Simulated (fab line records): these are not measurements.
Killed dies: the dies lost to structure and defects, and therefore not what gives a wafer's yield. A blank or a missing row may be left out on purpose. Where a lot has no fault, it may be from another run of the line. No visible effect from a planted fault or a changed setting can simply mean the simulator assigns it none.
fab line records	flow n5Finfet
[record] lots = 7	wafers = 39
route steps=1938 shown ZERO_LAYER@11 FIN_SAQP@96 BEOL_M1@751 BEOL_M3@981 BEOL_M6@1253
startH: start of the lot's first displayed wafer, in hours after the record's first day	waitH: hours since the lot's step before	" unchanged from the row above	L1.1+2: one row covering several wafers at once	- no value, or no start was given	* or withheld: withheld	< > ~ a bound
route shown NAME@n: names a module that has steps shown in the file, with the first one's number in the route	usual: mean and standard deviation over wafers with no fault	same: alike in all rows	chamber/n: place in a boat	sites: each site's reading	_std_site: the values' standard deviation	_edge_site: the outer-site mean with the inner-site mean subtracted	radiusMm: for every site, how far away it sits from the centre of the wafer	mask NAME#n: copy n	behind: the last tool/chamber to shape the wafer	hold: cause of the lot's hold/its duration in hours/its outcome	device: names the non-switching transistor (n, p or np)	end of line: the tests these same wafers got at the end of their route	where a step has no rows: the recipe by itself	killed: count of dies lost to structure and defects at first sort (not the wafer's yield)	map: a wafer's dies, x killed, . not, _ none there
set.NAME: the setting as run; set.NAME@STEP: as run at that earlier step	model.NAME: the simulator's own value behind a step, which no gauge read
lots with deliberately changed settings; one table per step, one row per wafer
[[steps]]
[step N5_ZERO_LAYER_DEVELOP_10]
[recipe] developTimeS = 60	rinseLiquid = diw	dry = airSpin	devTempC = 21
lot.wafer	tool	chamber	startH	waitH	set.developTimeS
L074.1+2+5	lithoTrack-01	0	-	-	60
L077.1+4+6	lithoTrack-05	0	-	-	60
L077.2+3+5	"	0	"	"	85.94
L083.1+4+6	lithoTrack-05	0	-	-	60
L083.2+3+5	"	0	"	"	30.16
L085.1+2+3+4+5+6	lithoTrack-03	0	-	-	60
L091.1+2+3+4+5+6	lithoTrack-01	0	-	-	60
L094.1+2+3	lithoTrack-03	0	-	-	50.76
L094.4+5+6	"	0	"	"	60
L097.1+5+6	lithoTrack-05	0	-	-	60
L097.2+3+4	"	0	"	"	25.58
[step N5_ZERO_LAYER_HARDBAKE_23]
[recipe] tempC = 130	timeS = 120
[step N5_ZERO_LAYER_CD_MEAS_11]
[recipe] targetCdNm = 2000	landingEnergyEv = 500	detector = seInlens
[usual] cdNm = 2000.1/1.9
lot.wafer	tool	chamber	startH	waitH	set.developTimeS@ZERO_LAYER_DEVELOP_10	cdNm
L074.1	cdSem-01	0	12.64	-	60	1998.6
L074.2	"	0	"	"	60	1999.6
L074.5	"	0	"	"	60	2000.6
L077.1	cdSem-01	0	30.64	-	60	1998.8
L077.2	"	0	"	"	85.94	2004.6
L077.3	"	0	"	"	85.94	2010.0
L077.4	"	0	"	"	60	1999.6
L077.5	"	0	"	"	85.94	2006.7
L077.6	"	0	"	"	60	2003.9
L083.1	cdSem-03	0	66.64	-	60	2000.4
L083.2	"	0	"	"	30.16	1988.9
L083.3	"	0	"	"	30.16	1983.6
L083.4	"	0	"	"	60	1999.7
L083.5	"	0	"	"	30.16	1984.7
L083.6	"	0	"	"	60	1998.6
L085.1	cdSem-02	0	78.66	-	60	1999.9
L085.2	"	0	"	"	60	2002.0
L085.3	"	0	"	"	60	1999.2
L085.4	"	0	"	"	60	2001.2
L085.5	"	0	"	"	60	2000.1
L085.6	"	0	"	"	60	2002.4
L091.1	cdSem-01	0	114.78	-	60	1996.8
L091.2	"	0	"	"	60	1999.6
L091.3	"	0	"	"	60	1996.2
L091.4	"	0	"	"	60	1998.0
L091.5	"	0	"	"	60	1998.8
L091.6	"	0	"	"	60	2001.4
L094.1	cdSem-01	0	132.77	-	50.76	1998.3
L094.2	"	0	"	"	50.76	1998.3
L094.3	"	0	"	"	50.76	1997.6
L094.4	"	0	"	"	60	2001.3
L094.5	"	0	"	"	60	2002.5
L094.6	"	0	"	"	60	2003.7
L097.1	cdSem-02	0	150.64	-	60	1997.0
L097.2	"	0	"	"	25.58	1979.9
L097.3	"	0	"	"	25.58	1981.7
L097.4	"	0	"	"	25.58	1978.0
L097.5	"	0	"	"	60	1997.7
L097.6	"	0	"	"	60	1996.7
[step N5_ZERO_LAYER_DESCUM_16]
[recipe] chemistry = O2	timeS = 7.9	sourcePowerW = 50	biasPowerW = 20	pressureMtorr = 20	rfFrequencyHz = 2.712e+07	tempC = 40	o2FlowSccm = 225
lot.wafer	tool	chamber	startH	waitH	set.developTimeS@ZERO_LAYER_DEVELOP_10	model.ZERO_LAYER.cdNm
L074.1	rieDiel-06	3	12.68	0.0	60	-
L074.2	"	0	"	"	60	2000
L074.5	"	1	"	"	60	2001
L077.1	rieDiel-06	1	30.68	0.0	60	1998
L077.2	"	2	"	"	85.94	2005
L077.3	"	0	"	"	85.94	2010
L077.4	"	3	"	"	60	2000
L077.5	"	1	"	"	85.94	2007
L077.6	"	0	"	"	60	2004
L083.1	rieDiel-02	1	66.99	0.3	60	2001
L083.2	"	2	"	"	30.16	1989
L083.3	"	0	"	"	30.16	1984
L083.4	"	3	"	"	60	2000
L083.5	"	1	"	"	30.16	1985
L083.6	"	0	"	"	60	1999
L085.1	rieDiel-06	1	78.70	0.0	60	-
L085.2+6	"	0,1	"	"	60	2002
L085.3	"	3	"	"	60	1999
L085.4	"	2	"	"	60	2001
L085.5	"	0	"	"	60	2000
L091.1	rieDiel-02	1	114.82	0.0	60	1997
L091.2	"	2	"	"	60	2000
L091.3	"	3	"	"	60	1996
L091.4	"	2	"	"	60	1998
L091.5	"	1	"	"	60	1999
L091.6	"	3	"	"	60	2001
L094.1+3	rieDiel-05	1,0	132.80	0.0	50.76	1998
L094.2	"	3	"	"	50.76	1999
L094.4	"	2	"	"	60	2002
L094.5	"	3	"	"	60	-
L094.6	"	2	"	"	60	2004
L097.1+5+6	rieDiel-02	2,2,1	150.68	0.0	60	1997
L097.2	"	0	"	"	25.58	1980
L097.3	"	1	"	"	25.58	1982
L097.4	"	0	"	"	25.58	1978
[step N5_FIN_SAQP_HM_DEP_03]
[recipe] material = SiNx	targetThkA = 380	tempC = 400	precursor = SiH4/NH3/N2	pressureTorr = 1.5	rfW = 300	timeS = 33.6
lot.wafer	tool	chamber	startH	waitH	set.timeS	model.SiNx_of_FIN_SAQP_HM_DEP_03.thkNm
L074.1	pecvd-03	1	21.65	0.2	33.6	37.3
L074.2	"	0	"	"	33.6	37.08
L074.5	"	1	"	"	33.6	37.88
L077.1	pecvd-03	1	40.72	0.2	33.6	37.77
L077.2	"	0	"	"	19.22	21.67
L077.3	"	1	"	"	19.22	22.01
L077.4	"	0	"	"	19.22	21.27
L077.5	"	0	"	"	33.6	38.07
L077.6	"	1	"	"	33.6	38.01
L083.1	pecvd-02	1	75.76	0.2	20.43	22.53
L083.2	"	0	"	"	20.43	22.34
L083.3	"	2	"	"	33.6	36.94
L083.4	"	1	"	"	20.43	23.04
L083.5	"	2	"	"	33.6	37.25
L083.6	"	0	"	"	33.6	38.04
L085.1	pecvd-03	0	87.31	0.2	33.6	37.83
L085.2	"	2	"	"	49.43	55.38
L085.3	"	1	"	"	33.6	38.1
L085.4	"	2	"	"	49.43	56.32
L085.5	"	0	"	"	49.43	55.7
L085.6	"	1	"	"	33.6	38.06
L091.1	pecvd-02	2	122.94	0.2	26.7	28.96
L091.2	"	1	"	"	26.7	29.74
L091.3	"	0	"	"	33.6	37.57
L091.4	"	0	"	"	33.6	37.97
L091.5	"	1	"	"	33.6	37.94
L091.6	"	2	"	"	26.7	29.4
L094.1	pecvd-03	2	140.94	0.2	33.6	38.16
L094.2	"	0	"	"	33.6	37.49
L094.3	"	1	"	"	33.6	38.03
L094.4	"	1	"	"	33.6	38.26
L094.5	"	2	"	"	33.6	38.55
L094.6	"	0	"	"	33.6	38.1
L097.1	pecvd-02	0	158.69	0.2	33.6	38.59
L097.2	"	1	"	"	48.46	54.16
L097.3	"	2	"	"	48.46	53.78
L097.4	"	2	"	"	33.6	37.76
L097.5	"	1	"	"	33.6	37.91
L097.6	"	0	"	"	48.46	55.34
[step N5_FIN_SAQP_THK_MEAS_05]
[usual] thkNm = 37.7/0.47
lot.wafer	tool	chamber	startH	waitH	set.timeS@FIN_SAQP_HM_DEP_03	thkNm
L074.1	filmMetro-02	-	21.77	0.1	33.6	37.3
L074.2	"	-	"	"	33.6	37.1
L074.5	"	-	"	"	33.6	37.8
L077.1	filmMetro-02	-	40.84	0.1	33.6	37.8
L077.2	"	-	"	"	19.22	21.6
L077.3	"	-	"	"	19.22	22.0
L077.4	"	-	"	"	19.22	21.3
L077.5	"	-	"	"	33.6	38.1
L077.6	"	-	"	"	33.6	38.0
L083.1	filmMetro-02	-	75.84	0.1	20.43	22.5
L083.2	"	-	"	"	20.43	22.3
L083.3	"	-	"	"	33.6	36.9
L083.4	"	-	"	"	20.43	23.1
L083.5	"	-	"	"	33.6	37.2
L083.6	"	-	"	"	33.6	38.0
L085.1	filmMetro-02	-	87.39	0.1	33.6	37.8
L085.2	"	-	"	"	49.43	55.3
L085.3	"	-	"	"	33.6	38.1
L085.4	"	-	"	"	49.43	56.3
L085.5	"	-	"	"	49.43	55.7
L085.6	"	-	"	"	33.6	38.0
L091.1	filmMetro-01	-	123.02	0.1	26.7	28.9
L091.2	"	-	"	"	26.7	29.7
L091.3	"	-	"	"	33.6	37.6
L091.4	"	-	"	"	33.6	37.9
L091.5	"	-	"	"	33.6	37.9
L091.6	"	-	"	"	26.7	29.4
L094.1	filmMetro-02	-	141.03	0.1	33.6	38.2
L094.2	"	-	"	"	33.6	37.4
L094.3	"	-	"	"	33.6	38.0
L094.4	"	-	"	"	33.6	38.3
L094.5	"	-	"	"	33.6	38.5
L094.6	"	-	"	"	33.6	38.1
L097.1	filmMetro-02	-	158.78	0.1	33.6	38.6
L097.2	"	-	"	"	48.46	54.1
L097.3	"	-	"	"	48.46	53.8
L097.4	"	-	"	"	33.6	37.8
L097.5	"	-	"	"	33.6	38.0
L097.6	"	-	"	"	48.46	55.4
[step N5_FIN_SAQP_PECVD_47]
[recipe] material = a-Si	targetThkA = 450	tempC = 400	precursor = SiH4/He	pressureTorr = 3	rfW = 100	timeS = 36.3
[step N5_FIN_SAQP_PECVD_48]
[recipe] material = SiNx	targetThkA = 250	tempC = 400	precursor = SiH4/NH3/N2	pressureTorr = 1.5	rfW = 300	timeS = 22.1
[step N5_FIN_SAQP_MANDREL2_REMOVE_60]
[recipe] chemistry = HBr/Cl2/O2	btTimeS = 10	target = a-Si	stopOn = SiNx	endpoint = OES-SiCl	overEtchFrac = 1	icpW = 600	biasW = 22	HBr_flow_sccm = 150	Cl2_flow_sccm = 80	O2_flow_sccm = 5	pressureMtorr = 10
[step N5_FIN_SAQP_HM_OPEN_33]
[recipe] chemistry = CH3F/O2	target = SiNx	maskMaterial = SiO2	targetDepthA = 494	timeS = 70.6	pressureMtorr = 30	sourceW = 395	biasW = 73	Ar_flow_sccm = 150	CH3F_flow_sccm = 30	O2_flow_sccm = 20	ionEnergyEv = 120	ends = cleared
[usual] etchRfOnTimeS = 68.6/1.4
lot.wafer	tool	chamber	startH	waitH	set.timeS@FIN_SAQP_HM_DEP_03	etchRfOnTimeS	model.etch.depthNm
L074.1	rieDiel-01	0	26.17	0.0	33.6	68.8	36.67
L074.2	"	3	"	"	33.6	68.6	36.45
L074.5	"	1	"	"	33.6	70.1	37.25
L077.1	rieDiel-04	0	45.53	0.0	33.6	68.8	37.15
L077.2	"	2	"	"	19.22	39.5	21.04
L077.3	"	1	"	"	19.22	38.9	21.39
L077.4	"	3	"	"	19.22	38.6	20.64
L077.5	"	1	"	"	33.6	68.5	37.45
L077.6	"	0	"	"	33.6	70.1	37.38
L083.1	rieDiel-01	2	80.49	0.0	20.43	40.8	21.91
L083.2	"	0	"	"	20.43	41.0	21.71
L083.3	"	1	"	"	33.6	68.3	36.32
L083.4	"	2	"	"	20.43	41.9	22.41
L083.5	"	0	"	"	33.6	69.2	36.62
L083.6	"	1	"	"	33.6	70.1	37.41
L085.1	rieDiel-04	0	93.35	0.0	33.6	69.1	37.19
L085.2	"	2	"	"	49.43	102.2	54.75
L085.3	"	1	"	"	33.6	68.5	37.33
L085.4	"	3	"	"	49.43	104.5	55.69
L085.5	"	3	"	"	49.43	101.8	54.93
L085.6	"	0	"	"	33.6	70.3	37.43
L091.1	rieDiel-03	0	127.83	0.1	26.7	52.2	28.34
L091.2	"	1	"	"	26.7	51.9	29.11
L091.3	"	2	"	"	33.6	66.8	36.94
L091.4	"	3	"	"	33.6	69.1	37.25
L091.5	"	1	"	"	33.6	66.4	37.31
L091.6	"	0	"	"	26.7	53.2	28.68
L094.1	rieDiel-01	3	146.61	0.2	33.6	68.2	37.44
L094.2	"	1	"	"	33.6	68.5	36.86
L094.3	"	2	"	"	33.6	69.4	37.4
L094.4	"	1	"	"	33.6	69.8	37.63
L094.5	"	2	"	"	33.6	70.4	37.92
L094.6	"	3	"	"	33.6	67.8	37.47
L097.1	rieDiel-03	0	163.29	0.2	33.6	71.3	37.96
L097.2	"	3	"	"	48.46	101.2	53.53
L097.3	"	1	"	"	48.46	95.1	53.15
L097.4	"	2	"	"	33.6	67.5	37.13
L097.5	"	1	"	"	33.6	67.1	37.28
L097.6	"	2	"	"	48.46	99.3	54.72
[step N5_BEOL_M1_ILD_DEP_00]
[recipe] material = SiOC	targetThkA = 790	tempC = 350	precursor = DEMS/O2	pressureTorr = 5	rfW = 500	timeS = 15.3
lot.wafer	tool	chamber	startH	waitH	set.targetThkA	model.SiOC_of_BEOL_M1_ILD_DEP_00.thkNm
L074.1	pecvd-04	2	126.92	0.0	790	77.8
L074.2	"	1	"	"	790	77
L074.5	"	2	"	"	790	79.6
L077.1	pecvd-03	1	136.62	0.0	790	77.4
L077.2+3	"	2,0	"	"	790	78
L077.4+5+6	"	1,2,0	"	"	790	79
L083.1	pecvd-03	0	170.95	0.0	600.5	60.4
L083.2	"	1	"	"	600.5	58.6
L083.3	"	2	"	"	600.5	59.6
L083.4+5	"	1,2	"	"	790	78.6
L083.6	"	0	"	"	790	79.4
L085.1	pecvd-03	1	189.16	0.0	790	77.8
L085.2+3	"	0,2	"	"	790	77.4
L085.4	"	0	"	"	790	79.8
L085.5+6	"	2,1	"	"	790	78.2
L091.1	pecvd-03	2	234.15	0.0	790	77.2
L091.2	"	1	"	"	790	77.6
L091.3	"	0	"	"	790	77.8
L091.4	"	1	"	"	455.2	45
L091.5+6	"	0,2	"	"	455.2	45.4
L094.1	pecvd-02	1	240.87	0.0	790	78.2
L094.2	"	0	"	"	995.2	99.2
L094.3	"	2	"	"	790	78.8
L094.4	"	0	"	"	790	79.2
L094.5	"	2	"	"	995.2	100.6
L094.6	"	1	"	"	995.2	100.2
L097.1+2	pecvd-03	1,2	262.71	0.0	1236	122.4
L097.3	"	0	"	"	790	78.6
L097.4	"	0	"	"	1236	125
L097.5	"	2	"	"	790	80
L097.6	"	1	"	"	790	79.4
[step N5_BEOL_M1_THK_MEAS_01]
[recipe] reads = SiOC_of_BEOL_M1_ILD_DEP_00
[usual] M1_ILD_THK = 78.7/0.98
lot.wafer	tool	chamber	startH	waitH	set.targetThkA@BEOL_M1_ILD_DEP_00	M1_ILD_THK[nm]
L074.1	filmMetro-01	-	127.01	0.1	790	77.7
L074.2	"	-	"	"	790	77.0
L074.5	"	-	"	"	790	79.6
L077.1	filmMetro-02	-	136.68	0.0	790	77.3
L077.2	"	-	"	"	790	77.9
L077.3	"	-	"	"	790	77.9
L077.4	"	-	"	"	790	79.0
L077.5	"	-	"	"	790	78.9
L077.6	"	-	"	"	790	79.0
L083.1	filmMetro-02	-	171.02	0.0	600.5	60.3
L083.2	"	-	"	"	600.5	58.5
L083.3	"	-	"	"	600.5	59.6
L083.4	"	-	"	"	790	78.6
L083.5	"	-	"	"	790	78.7
L083.6	"	-	"	"	790	79.3
L085.1	filmMetro-01	-	189.23	0.0	790	77.7
L085.2	"	-	"	"	790	77.4
L085.3	"	-	"	"	790	77.4
L085.4	"	-	"	"	790	79.9
L085.5	"	-	"	"	790	78.1
L085.6	"	-	"	"	790	78.2
L091.1	filmMetro-02	-	234.21	0.0	790	77.2
L091.2	"	-	"	"	790	77.6
L091.3	"	-	"	"	790	77.7
L091.4	"	-	"	"	455.2	44.9
L091.5	"	-	"	"	455.2	45.4
L091.6	"	-	"	"	455.2	45.4
L094.1	filmMetro-02	-	240.93	0.0	790	78.2
L094.2	"	-	"	"	995.2	99.1
L094.3	"	-	"	"	790	78.7
L094.4	"	-	"	"	790	79.2
L094.5	"	-	"	"	995.2	100.7
L094.6	"	-	"	"	995.2	100.3
L097.1	filmMetro-02	-	262.78	0.0	1236	122.4
L097.2	"	-	"	"	1236	122.3
L097.3	"	-	"	"	790	78.7
L097.4	"	-	"	"	1236	125.0
L097.5	"	-	"	"	790	80.1
L097.6	"	-	"	"	790	79.5
[step N5_BEOL_M3_ETCH_41]
[recipe] chemistry = CH3F/O2	target = SiCN	targetDepthA = 299	taperDeg = 2	timeS = 52.5	ionEnergyEv = 120	maskMaterial = TiN	pressureMtorr = 30	sourceW = 395	biasW = 75	Ar_flow_sccm = 150	CH3F_flow_sccm = 30	O2_flow_sccm = 20
lot.wafer	tool	chamber	startH	waitH	set.targetDepthA	model.etch.depthNm
L074.1	rieDiel-02	2	-	-	299	20.07
L074.2	"	1	"	"	299	19.44
L074.5	"	1	"	"	299	19.56
L077.1	rieDiel-05	0	-	-	299	20.04
L077.2	"	3	"	"	299	18.98
L077.3	"	2	"	"	299	20.03
L077.4	"	1	"	"	299	19.83
L077.5	"	1	"	"	299	19.92
L077.6	"	0	"	"	299	20.08
L083.1	rieDiel-05	1	-	-	253.8	16.93
L083.2	"	0	"	"	299	20.23
L083.3	"	2	"	"	253.8	17.31
L083.4	"	2	"	"	253.8	17.11
L083.5	"	0	"	"	299	20.01
L083.6	"	1	"	"	299	19.8
L085.1	rieDiel-06	2	-	-	242.7	16.04
L085.2	"	3	"	"	299	19.27
L085.3	"	1	"	"	299	19.81
L085.4	"	0	"	"	242.7	16.46
L085.5	"	0	"	"	242.7	16.31
L085.6	"	1	"	"	299	19.8
L091.1	rieDiel-02	1	-	-	299	19.39
L091.2	"	3	"	"	299	20.4
L091.3	"	2	"	"	299	19.84
L091.4	"	2	"	"	299	20.02
L091.5	"	3	"	"	299	20.26
L091.6	"	1	"	"	299	19.48
L094.1	rieDiel-02	0	-	-	299	19.12
L094.2	"	1	"	"	206.3	13.4
L094.3	"	3	"	"	299	20.21
L094.4	"	2	"	"	206.3	13.74
L094.5	"	1	"	"	206.3	13.45
L094.6	"	0	"	"	299	19.21
L097.1	rieDiel-06	1	-	-	299	20.69
L097.2	"	2	"	"	299	19.68
L097.3	"	3	"	"	299	19.04
L097.4	"	0	"	"	299	19.87
L097.5	"	2	"	"	299	19.7
L097.6	"	3	"	"	299	19.19
[step N5_BEOL_M6_CVD_78]
[recipe] material = Co	targetThkA = 20	tempC = withheld	precursor = CCTBA/H2	pressureTorr = 30	timeS = 142.3
lot.wafer	tool	chamber	startH	waitH	set.targetThkA	model.Co_of_BEOL_M6_CVD_78.thkNm
L074.1+2+5	cvdCo-02	2,0,0	211.40	0.0	20	2
L077.1+2	cvdCo-02	1,2	234.19	0.1	20	2
L077.3	"	0	"	"	20	2.2
L077.4+5	"	2,1	"	"	14.53	1.6
L077.6	"	0	"	"	14.53	1.4
L083.1+3	cvdCo-01	0,2	272.03	0.4	15.34	1.4
L083.2+4	"	1,2	"	"	20	2
L083.5	"	1	"	"	15.34	1.6
L083.6	"	0	"	"	20	1.8
L085.1+6	cvdCo-01	1,0	297.92	0.0	20	1.8
L085.2+5	"	2,1	"	"	31.72	3.2
L085.3	"	0	"	"	31.72	3
L085.4	"	2	"	"	20	2
L091.1	cvdCo-01	1	324.50	0.1	15.42	1.2
L091.2+4	"	2	"	"	15.42	1.4
L091.3+5+6	"	0,0,1	"	"	20	1.6
L094.1	cvdCo-01	2	336.20	0.1	20	2
L094.2+3+4+5	"	0,0,2,2	"	"	20	1.8
L094.6	"	0	"	"	20	1.6
L097.1+6	cvdCo-01	2	373.11	0.2	20	1.8
L097.2	"	1	"	"	20	2
L097.3+4+5	"	0,1,0	"	"	11.9	1
[[key]]
[split] step = N5_ZERO_LAYER_DEVELOP_10	setting = developTimeS	stated = 60	by = wafer
[response] step = N5_ZERO_LAYER_CD_MEAS_11	reading = cdNm	change = +0.257	per = 1%	r = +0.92
[response] step = N5_ZERO_LAYER_DESCUM_16	reading = model.ZERO_LAYER.cdNm	change = +0.259	per = 1%	r = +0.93
[split] step = N5_FIN_SAQP_HM_DEP_03	setting = timeS	stated = 33.6	by = wafer
[response] step = N5_FIN_SAQP_HM_DEP_03	reading = model.SiNx_of_FIN_SAQP_HM_DEP_03.thkNm	change = +0.378	per = 1%	r = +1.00
[response] step = N5_FIN_SAQP_THK_MEAS_05	reading = thkNm	change = *	per = 1%	r = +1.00
[response] step = N5_FIN_SAQP_HM_OPEN_33	reading = etchRfOnTimeS	change = *	per = 1%	r = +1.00
[response] step = N5_FIN_SAQP_HM_OPEN_33	reading = model.etch.depthNm	change = +0.378	per = 1%	r = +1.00
[split] step = N5_BEOL_M1_ILD_DEP_00	setting = targetThkA	stated = 790	by = wafer
[response] step = N5_BEOL_M1_ILD_DEP_00	reading = model.SiOC_of_BEOL_M1_ILD_DEP_00.thkNm	change = +0.78	per = 1%	r = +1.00
[response] step = N5_BEOL_M1_THK_MEAS_01	reading = M1_ILD_THK	change = +0.78	per = 1%	r = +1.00
[split] step = N5_BEOL_M3_ETCH_41	setting = targetDepthA	stated = 299	by = wafer
[response] step = N5_BEOL_M3_ETCH_41	reading = model.etch.depthNm	change = +0.189	per = 1%	r = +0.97
[split] step = N5_BEOL_M6_CVD_78	setting = targetThkA	stated = 20	by = wafer
[response] step = N5_BEOL_M6_CVD_78	reading = model.Co_of_BEOL_M6_CVD_78.thkNm	change = +0.0205	per = 1%	r = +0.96
